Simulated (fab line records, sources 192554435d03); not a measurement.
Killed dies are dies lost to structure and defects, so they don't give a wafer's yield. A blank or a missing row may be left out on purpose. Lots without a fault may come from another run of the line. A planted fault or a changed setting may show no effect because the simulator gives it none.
Split-lot experiment | flow n5_finfet | 7 lots, 21 wafers read, on a route of 1938 steps

THE SPLIT
At N5_BEOL_M2_TRENCH_ETCH_37 (etches SiOC in C4F6/O2, target depth 55.555 nm, time 29.2 s), the setting time_s was moved away from the recipe's 29.2 s on 11 of the 21 wafers read, by -6.3% to +22.2%. The other wafers ran this setting at the recipe's value.

FROM THE SPLIT TO THE READING: what the file shows between them, 13 steps
- N5_BEOL_M2_ETCH_41: etches SiCN in CH3F/O2, target depth 29.9 nm, time 52.5 s
- N5_BEOL_M2_STRIP_97: strips in N2/H2, time 10 s
- N5_BEOL_M2_OCD_MEAS_38
- N5_BEOL_M2_HM_STRIP_39: strips TiN in peroxide tin strip, target depth 25 nm, time 158 s
- N5_BEOL_M2_SRD_40: time 30 s
- N5_BEOL_M2_ECD_50: material Cu, target thk 300 nm
- N5_BEOL_M2_ANNEAL_51: time 90 s
- N5_BEOL_M2_CMP_52: polishes, stops on SiOC, t overpolish 6.8 s, target thk 40 nm
- N5_BEOL_M2_THK_MEAS_53: measures by xrf
- N5_BEOL_M2_PRE_CLEAN_60: time 15 s
- N5_BEOL_M2_CO_CAP_55: material Co, precursor CCTBA/H2, target thk 2 nm, time 102.1 s
- N5_BEOL_M2_PRE_CLEAN_56: time 15 s
- N5_BEOL_M2_DEP_57: deposits SiCN from 3MS/NH3, target thk 8 nm, time 14 s

THE READING
M2_RS, in ohm/sq, at N5_BEOL_M2_RS_MEAS_58 (measures by four-point-probe). Fault-free wafers of this fab line usually give 0.66 ohm/sq, standard deviation 0.032 ohm/sq.

wafer  | tool, chamber at the split | time_s as run, s | against the recipe | M2_RS, ohm/sq | against lot-mates on the recipe
L074.1 | rie_diel-04, 1             | 29.2             | recipe             | 0.69          | -
L074.3 | rie_diel-04, 0             | 32.95            | +12.8%             | 0.53          | -0.12
L074.4 | rie_diel-04, 3             | 29.2             | recipe             | 0.61          | -
L081.4 | rie_diel-04, 0             | 27.36            | -6.3%              | 0.72          | no lot-mate on the recipe
L081.5 | rie_diel-04, 3             | 27.36            | -6.3%              | 0.76          | no lot-mate on the recipe
L081.6 | rie_diel-04, 0             | 27.36            | -6.3%              | 0.76          | no lot-mate on the recipe
L084.1 | rie_diel-04, 2             | 31.76            | +8.8%              | 0.52          | no lot-mate on the recipe
L084.2 | rie_diel-04, 1             | 31.76            | +8.8%              | 0.58          | no lot-mate on the recipe
L084.6 | rie_diel-04, 2             | 31.76            | +8.8%              | 0.54          | no lot-mate on the recipe
L086.3 | rie_diel-02, 3             | 29.2             | recipe             | 0.63          | -
L086.4 | rie_diel-02, 1             | 32.99            | +13.0%             | 0.51          | -0.12
L086.5 | rie_diel-02, 2             | 32.99            | +13.0%             | 0.49          | -0.14
L089.2 | rie_diel-04, 3             | 35.67            | +22.2%             | 0.48          | -0.18
L089.3 | rie_diel-04, 1             | 29.2             | recipe             | 0.66          | -
L089.6 | rie_diel-04, 2             | 29.2             | recipe             | 0.66          | -
L090.2 | rie_diel-04, 3             | 29.2             | recipe             | 0.71          | -
L090.3 | rie_diel-04, 2             | 29.2             | recipe             | 0.68          | -
L090.5 | rie_diel-04, 0             | 29.2             | recipe             | 0.71          | -
L091.3 | rie_diel-02, 2             | 29.2             | recipe             | 0.71          | -
L091.4 | rie_diel-02, 3             | 35.26            | +20.8%             | 0.49          | -0.21
L091.6 | rie_diel-02, 0             | 29.2             | recipe             | 0.69          | -

THE FIT
A straight line over all 21 wafers: M2_RS changes by -0.0107 ohm/sq for each +1% of time_s; r = -0.93; the points scatter about the line by 0.035 ohm/sq.
The same after taking each lot's own level away (the mean of its wafers on the recipe; 15 wafers): -0.00927 ohm/sq for each +1%; r = -0.97; scatter 0.02 ohm/sq.
On that fit, the largest move of time_s shifts the reading by 0.21 ohm/sq.
The lots' own levels span 0.630 to 0.700 ohm/sq, that is 2.2 times the standard deviation above.
So the lot-to-lot level changes the slope: the two fits differ.
Check: with one of the wafers moved furthest among these (+22.2%) left out of the fit, the line predicts -0.22 ohm/sq for it against its lot-mates. It came out at -0.18 ohm/sq against them.

THE WHOLE CHAIN: every reading that the file lists as answering this split, in the file's order
step                      | what it does                                                  | reading                                                                          | change (the file's fit)                | r (the file's)
N5_BEOL_M2_TRENCH_ETCH_37 | etches SiOC in C4F6/O2, target depth 55.555 nm, time 29.2 s   | etch.depth_nm (the simulator's own value, which no gauge read)                   | +0.548 nm for each +1% of the setting  | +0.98
N5_BEOL_M2_TRENCH_ETCH_37 | etches SiOC in C4F6/O2, target depth 55.555 nm, time 29.2 s   | BEOL_M2.feature_depth_nm (the simulator's own value, which no gauge read)        | +0.545 nm for each +1% of the setting  | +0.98
N5_BEOL_M2_TRENCH_ETCH_37 | etches SiOC in C4F6/O2, target depth 55.555 nm, time 29.2 s   | TiN_of_BEOL_M2_HM_DEP_02.thk_nm (the simulator's own value, which no gauge read) | -0.0292 nm for each +1% of the setting | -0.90
N5_BEOL_M2_OCD_MEAS_38    |                                                               | trench_depth_nm                                                                  | +0.547 nm for each +1% of the setting  | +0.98
N5_BEOL_M2_CMP_52         | polishes, stops on SiOC, t overpolish 6.8 s, target thk 40 nm | Cu_of_BEOL_M2_ECD_50.thk_nm (the simulator's own value, which no gauge read)     | +0.568 nm for each +1% of the setting  | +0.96
N5_BEOL_M2_THK_MEAS_53    | measures by xrf                                               | M2_THK                                                                           | +0.575 for each +1% of the setting     | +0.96
N5_BEOL_M2_RS_MEAS_58     | measures by four-point-probe                                  | M2_RS                                                                            | -0.00919 for each +1% of the setting   | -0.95

THE FILE'S OWN FIT
M2_RS changes by -0.00919 ohm/sq for each +1% of time_s, r = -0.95.
